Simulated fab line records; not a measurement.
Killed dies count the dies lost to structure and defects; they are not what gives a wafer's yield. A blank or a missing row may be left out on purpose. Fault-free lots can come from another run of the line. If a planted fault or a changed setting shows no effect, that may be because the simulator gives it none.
Chamber matching :: flow n5_finfet :: N5_PASSIVATION_DESCUM_46 on rie_diel-04 has 4 sister chambers
The step chemistry O2, time 7.9 s. 14 wafers are shown with their chamber, then 7 later ones without.

WAFERS, EACH WITH ITS CHAMBER
wafer: L691.1
chamber: 0
throttle_valve_pct (%): 20.08
showerhead_plenum_p_Torr (Torr): 2.14
drypump_motor_current_A (A): 6.1

wafer: L691.5
chamber: 3
throttle_valve_pct (%): 20.18
showerhead_plenum_p_Torr (Torr): 2.15
drypump_motor_current_A (A): 5.5

wafer: L691.6
chamber: 0
throttle_valve_pct (%): 20.11
showerhead_plenum_p_Torr (Torr): 2.14
drypump_motor_current_A (A): 6.1

wafer: L695.2
chamber: 3
throttle_valve_pct (%): 20.18
showerhead_plenum_p_Torr (Torr): 2.14
drypump_motor_current_A (A): 5.5

wafer: L695.3
chamber: 0
throttle_valve_pct (%): 20.09
showerhead_plenum_p_Torr (Torr): 2.14
drypump_motor_current_A (A): 6.1

wafer: L695.4
chamber: 3
throttle_valve_pct (%): 20.18
showerhead_plenum_p_Torr (Torr): 2.15
drypump_motor_current_A (A): 5.5

wafer: L694.1
chamber: 0
throttle_valve_pct (%): 20.10
showerhead_plenum_p_Torr (Torr): 2.14
drypump_motor_current_A (A): 6.0

wafer: L694.2
chamber: 1
throttle_valve_pct (%): 20.95
showerhead_plenum_p_Torr (Torr): 2.16
drypump_motor_current_A (A): 6.2

wafer: L694.4
chamber: 1
throttle_valve_pct (%): 20.95
showerhead_plenum_p_Torr (Torr): 2.16
drypump_motor_current_A (A): 6.3

wafer: L696.3
chamber: 0
throttle_valve_pct (%): 20.12
showerhead_plenum_p_Torr (Torr): 2.14
drypump_motor_current_A (A): 6.1

wafer: L696.5
chamber: 1
throttle_valve_pct (%): 20.96
showerhead_plenum_p_Torr (Torr): 2.16
drypump_motor_current_A (A): 6.2

wafer: L696.6
chamber: 0
throttle_valve_pct (%): 20.10
showerhead_plenum_p_Torr (Torr): 2.14
drypump_motor_current_A (A): 6.1

wafer: L700.2
chamber: 0
throttle_valve_pct (%): 20.13
showerhead_plenum_p_Torr (Torr): 2.13
drypump_motor_current_A (A): 6.1

wafer: L700.3
chamber: 2
throttle_valve_pct (%): 20.31
showerhead_plenum_p_Torr (Torr): 2.07
drypump_motor_current_A (A): 5.9

SIGNATURES (averages over the wafers above)
reading: throttle_valve_pct
chamber 0: 20.1043
chamber 1: 20.9533
chamber 2: 20.3100
chamber 3: 20.1800
scatter within a chamber: 0.0136

reading: showerhead_plenum_p_Torr
chamber 0: 2.1386
chamber 1: 2.1600
chamber 2: 2.0700
chamber 3: 2.1467
scatter within a chamber: 0.0039

reading: drypump_motor_current_A
chamber 0: 6.086
chamber 1: 6.233
chamber 2: 5.900
chamber 3: 5.500
scatter within a chamber: 0.039
Rule: a wafer lies at a distance from a chamber equal to the root of the sum of squares, over the readings, of (its reading less the chamber's mean, divided by the reading's scatter). The wafer belongs to the nearest chamber; if the next one is less than 2 further off, it can't be placed. The scatter: take each reading less its chamber's mean, square it, sum over the shown wafers, divide by the number of wafers less the number of chambers, and take the root.

WAFERS WITH NO CHAMBER GIVEN
wafer: L700.5
throttle_valve_pct (%): 20.32
showerhead_plenum_p_Torr (Torr): 2.07
drypump_motor_current_A (A): 5.9

wafer: L703.2
throttle_valve_pct (%): 20.32
showerhead_plenum_p_Torr (Torr): 2.07
drypump_motor_current_A (A): 5.9

wafer: L703.3
throttle_valve_pct (%): 20.68
showerhead_plenum_p_Torr (Torr): 2.16
drypump_motor_current_A (A): 6.2

wafer: L703.5
throttle_valve_pct (%): 20.32
showerhead_plenum_p_Torr (Torr): 2.07
drypump_motor_current_A (A): 5.9

wafer: L709.2
throttle_valve_pct (%): 20.70
showerhead_plenum_p_Torr (Torr): 2.15
drypump_motor_current_A (A): 6.2

wafer: L709.3
throttle_valve_pct (%): 20.24
showerhead_plenum_p_Torr (Torr): 2.13
drypump_motor_current_A (A): 5.5

wafer: L709.6
throttle_valve_pct (%): 20.16
showerhead_plenum_p_Torr (Torr): 2.12
drypump_motor_current_A (A): 6.1

WHICH CHAMBER EACH ONE RAN IN
wafer: L700.5
from the rows above: 2
in truth: 2

wafer: L703.2
from the rows above: 2
in truth: 2

wafer: L703.3
from the rows above: 1
in truth: 1

wafer: L703.5
from the rows above: 2
in truth: 2

wafer: L709.2
from the rows above: 1
in truth: 1

wafer: L709.3
from the rows above: 3
in truth: 3

wafer: L709.6
from the rows above: 0
in truth: 0
7 of 7 placed correctly. Number that these rows cannot place: 0. Wrongly placed: 0.
